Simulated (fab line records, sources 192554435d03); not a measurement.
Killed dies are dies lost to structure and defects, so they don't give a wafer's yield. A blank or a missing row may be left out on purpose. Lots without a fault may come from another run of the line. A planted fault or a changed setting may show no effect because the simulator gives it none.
Split-lot experiment | flow n5_finfet | 7 lots, 21 wafers read, on a route of 1938 steps

THE SPLIT
At N5_PMOS_HMC_CHANNEL_EPI_PEB_07 (peb time 60 s), the setting peb_temp_c was moved away from the recipe's 110 C on 12 of the 21 wafers read, by -2.5% to +3.1%. The other wafers ran this setting at the recipe's value.

FROM THE SPLIT TO THE READING: what the file shows between them, 1 step
- N5_PMOS_HMC_CHANNEL_EPI_DEVELOP_08: develop time 30 s

THE READING
cd_nm, in nm, at N5_PMOS_HMC_CHANNEL_EPI_CD_MEAS_09 (target cd 237.4 nm). Fault-free wafers of this fab line usually give 236.8 nm, standard deviation 0.82 nm.

wafer  | tool, chamber at the split | peb_temp_c as run, C | against the recipe | cd_nm, nm | against lot-mates on the recipe
L078.2 | litho_track-03, 0          | 110                  | recipe             | 236.5     | -
L078.5 | litho_track-03, 0          | 110                  | recipe             | 236.7     | -
L078.6 | litho_track-03, 0          | 110                  | recipe             | 235.5     | -
L081.1 | litho_track-02, 0          | 112.8                | +2.5%              | 244.0     | no lot-mate on the recipe
L081.4 | litho_track-02, 0          | 112.8                | +2.5%              | 242.6     | no lot-mate on the recipe
L081.5 | litho_track-02, 0          | 112.8                | +2.5%              | 241.9     | no lot-mate on the recipe
L083.1 | litho_track-02, 0          | 110                  | recipe             | 236.1     | -
L083.2 | litho_track-02, 0          | 113.4                | +3.1%              | 245.7     | +9.5
L083.3 | litho_track-02, 0          | 110                  | recipe             | 236.3     | -
L088.4 | litho_track-03, 0          | 110                  | recipe             | 237.0     | -
L088.5 | litho_track-03, 0          | 107.9                | -1.9%              | 228.3     | -8.7
L088.6 | litho_track-03, 0          | 107.9                | -1.9%              | 229.1     | -7.9
L089.2 | litho_track-01, 0          | 110                  | recipe             | 237.7     | -
L089.3 | litho_track-01, 0          | 111                  | +0.9%              | 241.3     | +3.6
L089.5 | litho_track-01, 0          | 111                  | +0.9%              | 242.2     | +4.5
L090.1 | litho_track-03, 0          | 107.3                | -2.5%              | 228.0     | -9.0
L090.2 | litho_track-03, 0          | 107.3                | -2.5%              | 228.2     | -8.8
L090.4 | litho_track-03, 0          | 110                  | recipe             | 237.0     | -
L093.1 | litho_track-03, 0          | 112.3                | +2.1%              | 243.9     | +7.9
L093.2 | litho_track-03, 0          | 112.3                | +2.1%              | 244.0     | +8.0
L093.6 | litho_track-03, 0          | 110                  | recipe             | 236.0     | -

THE FIT
A straight line over all 21 wafers: cd_nm changes by +3.24 nm for each +1% of peb_temp_c; r = +0.97; the points scatter about the line by 1.3 nm.
The same after taking each lot's own level away (the mean of its wafers on the recipe; 18 wafers): +3.7 nm for each +1%; r = +0.99; scatter 0.76 nm.
On that fit, the largest move of peb_temp_c shifts the reading by 11 nm.
The lots' own levels span 236.00 to 237.70 nm, that is 2.1 times the standard deviation above.
So the lot-to-lot level changes the slope: the two fits differ.
Check: with one of the wafers moved furthest among these (+3.1%) left out of the fit, the line predicts +12.1 nm for it against its lot-mates. It came out at +9.5 nm against them.

OTHER SPLITS ON THESE WAFERS
These wafers also went through other splits before the reading. Each is held against what the fit with the lots' levels taken away leaves over:
other split on the same wafers | wafers away from the commonest value | r with cd_nm (lot level and that fit taken away)
N5_ZERO_LAYER_PECVD_02 time_s  | 8                                    | +0.26

THE WHOLE CHAIN: every reading that the file lists as answering this split, in the file's order
step                               | what it does                                                           | reading                                                                     | change (the file's fit)              | r (the file's)
N5_PMOS_HMC_CHANNEL_EPI_CD_MEAS_09 | target cd 237.4 nm                                                     | cd_nm                                                                       | +3.58 nm for each +1% of the setting | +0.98
N5_PMOS_HMC_CHANNEL_EPI_DESCUM_14  | chemistry O2, time 7.9 s                                               | PMOS_HMC_CHANNEL_EPI.cd_nm (the simulator's own value, which no gauge read) | +3.57 nm for each +1% of the setting | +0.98
N5_PMOS_HMC_CHANNEL_EPI_ETCH_32    | etches BARC in N2/H2, stops on SiO2, target depth 85.8 nm, time 50.3 s | PMOS_HMC_CHANNEL_EPI.cd_nm (the simulator's own value, which no gauge read) | +3.31 nm for each +1% of the setting | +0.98

THE FILE'S OWN FIT
cd_nm changes by +3.58 nm for each +1% of peb_temp_c, r = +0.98.
